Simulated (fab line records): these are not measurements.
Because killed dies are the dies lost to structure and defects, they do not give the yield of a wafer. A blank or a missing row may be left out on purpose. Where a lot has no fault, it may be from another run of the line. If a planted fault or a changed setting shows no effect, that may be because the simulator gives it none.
Chamber matching -- flow n5_finfet -- N5_BEOL_M5_PRE_CLEAN_77 on cvd_co-02 has 3 sister chambers
The step time 15 s. 6 wafers are shown with their chamber, then 8 later ones without.

## WAFERS, EACH WITH ITS CHAMBER
wafer,chamber,heater_power_w (W)
L928.1,1,83
L929.2,2,97
L929.3,1,86
L937.5,0,70
L937.6,2,94
L942.2,0,69

## WAFERS MISSING THEIR CHAMBER
wafer,heater_power_w (W)
L942.3,84
L942.6,98
L945.1,98
L945.2,69
L945.4,72
L947.2,84
L947.5,69
L947.6,84

## EACH ONE'S CHAMBER
wafer,from the rows above,in truth
L942.3,1,1
L942.6,2,2
L945.1,2,2
L945.2,0,0
L945.4,0,0
L947.2,1,1
L947.5,0,0
L947.6,1,1
8 of 8 placed correctly. From these rows, 0 cannot be placed. Placed wrongly: 0.
How it was worked out, from the rows above alone: a wafer's distance from a chamber is the root of the sum, over the readings, of the square of ((its reading less the chamber's mean) divided by the reading's scatter). The wafer belongs to the nearest chamber; if the next one is less than 2 further off, it can't be placed. A chamber's mean is the mean of its shown wafers. How the scatter is found: for the shown wafers, subtract from each reading the mean of its chamber, square and add these, divide the total by (wafers less chambers), then take the root.
